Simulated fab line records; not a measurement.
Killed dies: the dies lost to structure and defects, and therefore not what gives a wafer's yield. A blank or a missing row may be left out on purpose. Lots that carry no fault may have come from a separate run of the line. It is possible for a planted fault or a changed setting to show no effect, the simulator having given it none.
Split-lot trial    flow n5_finfet    21 wafers read from 7 lots, route of 1938 steps

== THE SPLIT ITSELF ==
At N5_BEOL_M5_ETCH_41 (etches SiCN in CH3F/O2, target depth 31.5 nm, time 56.7 s), the setting source_w was moved away from the recipe's 395 W on 9 of the 21 wafers read, by -11.4% to +16.6%. For the rest of the wafers, this setting stayed at what the recipe calls for.

The reading is taken at the split's own step.

== THE READING ==
rf_vpp_V, in V, at N5_BEOL_M5_ETCH_41 (etches SiCN in CH3F/O2, target depth 31.5 nm, time 56.7 s). Typical for fault-free wafers on this fab line: 298.2 V, with standard deviation 1.7 V.

wafer   tool, chamber at the split  source_w as run, W  against the recipe  rf_vpp_V, V  against lot-mates on the recipe
L074.1  rie_diel-02, 1              435.6               +10.3%              285.5        -13.7
L074.2  rie_diel-02, 0              395                 recipe              299.2        -
L074.5  rie_diel-02, 1              435.6               +10.3%              286.2        -13.0
L078.1  rie_diel-04, 0              395                 recipe              298.7        -
L078.3  rie_diel-04, 2              395                 recipe              298.6        -
L078.4  rie_diel-04, 1              458.6               +16.1%              283.0        -15.6
L079.1  rie_diel-06, 2              460.7               +16.6%              284.6        -15.5
L079.2  rie_diel-06, 1              460.7               +16.6%              281.5        -18.6
L079.6  rie_diel-06, 2              395                 recipe              300.1        -
L080.4  rie_diel-06, 1              359.6               -9.0%               307.2        +8.9
L080.5  rie_diel-06, 3              395                 recipe              298.3        -
L080.6  rie_diel-06, 2              359.6               -9.0%               309.1        +10.8
L084.2  rie_diel-04, 0              395                 recipe              297.7        -
L084.3  rie_diel-04, 1              395                 recipe              296.4        -
L084.4  rie_diel-04, 3              395                 recipe              298.1        -
L089.2  rie_diel-02, 2              395                 recipe              297.3        -
L089.3  rie_diel-02, 3              395                 recipe              298.6        -
L089.4  rie_diel-02, 1              349.8               -11.4%              312.9        +14.9
L091.1  rie_diel-04, 2              417.4               +5.7%               293.1        -3.9
L091.2  rie_diel-04, 1              395                 recipe              296.8        -
L091.6  rie_diel-04, 0              395                 recipe              297.2        -

FIT RESULTS
A straight line over all 21 wafers: rf_vpp_V changes by -1.03 V for each +1% of source_w; r = -0.98; the points scatter about the line by 1.5 V.
The same after taking each lot's own level away (the mean of its wafers on the recipe; 21 wafers): -1.09 V for each +1%; r = -0.99; scatter 1.4 V.
The reading moves by 18 V for the largest change in source_w, on that fit.
Across the lots, their own levels run from 297.00 to 300.10 V, a range of 1.8 times the standard deviation given above.
Consequently the slope shifts little with the lot-to-lot level, the two slopes agreeing.
Check: with one of the wafers moved furthest among these (+16.6%) left out of the fit, the line predicts -18.6 V for it against its lot-mates. It came out at -15.5 V against them.
Tool readings at the split's step, against how far the setting was moved: rf_vpp_V r = -0.98.

== THE OTHER SPLITS THESE WAFERS WENT THROUGH ==
Note: prior to the reading, these wafers also went through further splits. Each is held against what the fit with the lots' levels taken away leaves over:
other split on the same wafers  wafers away from the commonest value  r with rf_vpp_V (lot level and that fit taken away)
N5_BEOL_M3_COAT_22 spin_rpm     7                                     +0.18
N5_BEOL_M3_DEP_57 time_s        6                                     +0.25
N5_BEOL_M4_ILD_DEP_00 time_s    6                                     -0.42
N5_BEOL_M5_ILD_DEP_00 time_s    7                                     +0.52
N5_BEOL_M5_COAT_05 spin_rpm     4                                     +0.09

== THE FILE'S OWN FIT ==
rf_vpp_V changes by -1.08 V for each +1% of source_w, r = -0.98.
